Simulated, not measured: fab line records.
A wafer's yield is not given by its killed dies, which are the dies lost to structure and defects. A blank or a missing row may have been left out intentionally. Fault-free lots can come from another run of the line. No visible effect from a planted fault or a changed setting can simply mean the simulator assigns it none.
Chamber matching + flow n5-finfet + 3 sister chambers for N5_BEOL_M8_CURE_74 on uv-cure-02
The step cures SiCOH lowk, time 240 s. 6 wafers are shown with their chamber, then 12 later ones without.

== WAFERS, EACH WITH ITS CHAMBER ==
| wafer  | chamber | wafer_temp_C_max | lamp-power-pct (%) |
|--------|---------|------------------|--------------------|
| L086.5 | 1       | 387.6            | 52.33              |
| L086.6 | 1       | 387.1            | 52.38              |
| L089.4 | 2       | 386.1            | 52.27              |
| L089.5 | 2       | 386.8            | 52.31              |
| L087.3 | 0       | 386.2            | 52.26              |
| L087.6 | 0       | 385.9            | 52.27              |

== WAFERS WITH NO CHAMBER GIVEN ==
| wafer  | wafer_temp_C_max | lamp-power-pct (%) |
|--------|------------------|--------------------|
| L087.2 | 386.6            | 52.35              |
| L087.4 | 386.5            | 52.54              |
| L087.5 | 387.2            | 52.28              |
| L088.2 | 386.2            | 52.38              |
| L088.3 | 386.1            | 52.33              |
| L088.5 | 386.1            | 52.30              |
| L091.1 | 387.4            | 52.23              |
| L091.3 | 387.4            | 52.34              |
| L091.6 | 387.6            | 52.31              |
| L096.4 | 386.6            | 52.30              |
| L096.5 | 386.9            | 52.28              |
| L096.6 | 387.1            | 52.20              |

== EACH ONE'S CHAMBER ==
| wafer  | from the rows above          | in truth                   |
|--------|------------------------------|----------------------------|
| L087.2 | can't be placed: 1 or 2 or 0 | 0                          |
| L087.4 | 1                            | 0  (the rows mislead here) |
| L087.5 | can't be placed: 2 or 1 or 0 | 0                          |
| L088.2 | can't be placed: 1 or 2 or 0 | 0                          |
| L088.3 | can't be placed: 2 or 0 or 1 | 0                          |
| L088.5 | can't be placed: 2 or 0      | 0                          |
| L091.1 | can't be placed: 2 or 0 or 1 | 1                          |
| L091.3 | 1                            | 1                          |
| L091.6 | can't be placed: 1 or 2      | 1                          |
| L096.4 | can't be placed: 2 or 0      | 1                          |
| L096.5 | can't be placed: 2 or 0 or 1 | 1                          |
| L096.6 | can't be placed: 0 or 2      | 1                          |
Correct placement for 1 of the 12. Unplaceable from these rows: 10, with the true chamber sitting among the candidates in 8. Wrongly placed: 1.
How it was worked out, from the rows above alone: a wafer's distance from a chamber is the root of the sum, over the readings, of the square of ((its reading less the chamber's mean) divided by the reading's scatter). The wafer belongs to the nearest chamber; if the next one is less than 2 further off, it can't be placed. The mean given for a chamber averages the wafers shown for that chamber. The scatter is the square root of a quotient: the sum, over the shown wafers, of each reading's squared deviation from its chamber's mean, divided by wafers minus chambers.
